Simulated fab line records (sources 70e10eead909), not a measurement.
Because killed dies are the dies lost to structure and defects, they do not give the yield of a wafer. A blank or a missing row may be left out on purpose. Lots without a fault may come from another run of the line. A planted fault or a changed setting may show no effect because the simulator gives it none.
A struck lot beside a sound one || flow nand harc || 15 out of 1302 route steps
Sound: these wafers, L399.2, L399.4, L399.5. Struck: wafer L409.3 (left out: L409.2, L409.6 of the same lot, which were not struck); the cause appears at the end.
Per side, at each step with rows, come the tool, then ch with its chambers, and then its first start. Under that, the readings that differ: sound wafers || struck wafers || difference of the means || sigmas: that difference in standard deviations of wafers without a fault.
alike: words and numbers the same on both sides, and readings whose means are apart by under 2 such deviations; not compared: readings that were withheld, readings missing a value for some wafer, numbers with overlapping values and no deviation given by the record, and bounds like >300 which may hide the same value.
Wherever a step has rows on one side only, a row that says differs or no value, or a row with sigmas, the two part there. Non-overlapping numbers with no deviation appear without sigmas and do not part them. A reading missing from all wafers of one side parts the sides only when that side holds two or more wafers.

first, 8 steps without rows for these wafers: NHARC_A_M1_HMDS_02 (time 30 s); NHARC_A_M1_COAT_34 (time 65 s); NHARC_A_M1_COAT_03 (resist thk 90 nm); NHARC_A_M1_SOFTBAKE_04 (time 55 s); NHARC_A_M1_EBR_05; NHARC_A_M1_EXPOSE_06 (exposes mask A M1, target cd 120 nm); NHARC_A_M1_PEB_07 (peb time 65 s); NHARC_A_M1_DEVELOP_08 (develop time 35 s).
NHARC_A_M1_CD_MEAS_09 targets a cd of 120 nm.
  sound on cd sem-01 ch 0, day 24 03:05; struck on cd sem-01 ch 0, day 28 14:32
  alike: cd nm
NHARC_A_M1_OVL_MEAS_10: pitch 240 nm.
  sound on overlay-02, day 24 03:10; struck on overlay-01, day 28 14:37
  alike: overlay x nm, overlay y nm
NHARC_A_M1_INSPECT_11:
  sound on defect inspect-01, day 24 03:12; struck on defect inspect-01, day 28 14:39
  alike: raw defect count
NHARC_A_M1_DESCUM_14: chemistry O2, time 3 s.
  sound on rie diel-04 ch 2,3, day 24 03:16; struck on rie diel-04 ch 1, day 28 14:43
  alike: drypump motor current A, oes product au, rf vpp V, showerhead plenum p Torr, throttle valve pct
  not compared: rf hours counter h
NHARC_A_M1_ETCH_35: etches the open film in N2/H2, target depth 40 nm, overetch 12 nm, time 43.94 s.
  sound on rie diel-04 ch 2,3, day 24 03:21; struck on rie diel-04 ch 0, day 28 14:48
{"reading": "run length s (s)", "sound": "65.2 65.0 65.3", "struck": 54.7, "difference": -10.5, "sigmas": -28}
  alike: drypump motor current A, oes product au, rf vpp V, showerhead plenum p Torr, throttle valve pct
  not compared: rf hours counter h
NHARC_A_M1_ETCH_15: etches the open film in C4F8/Ar, target depth 182.5 nm, time 91.2 s.
  sound on rie diel-04 ch 1,2,3; struck on rie diel-04 ch 1
  alike: oes product au, rf vpp V, run length s
  not compared: rf hours counter h
NHARC_END_SORT_01:
  sound on prober-02 ch 0, day 25 18:22; struck on prober-01 ch 0, day 30 03:49
{"reading": "killed at periphery", "sound": "2 5 7", "struck": 11, "difference": "+6", "sigmas": "+2"}
  alike: defect limited yield, killed at array, killed at other, killed dies, killed open, killed short

WHERE THEY PART
Last at NHARC_END_SORT_01 as far as this record goes, first at NHARC_A_M1_ETCH_35.

WHY: whatever the simulator had introduced
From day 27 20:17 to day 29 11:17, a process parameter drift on rie diel-04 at NHARC_A_M1_ETCH_35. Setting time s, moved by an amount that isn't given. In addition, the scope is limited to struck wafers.
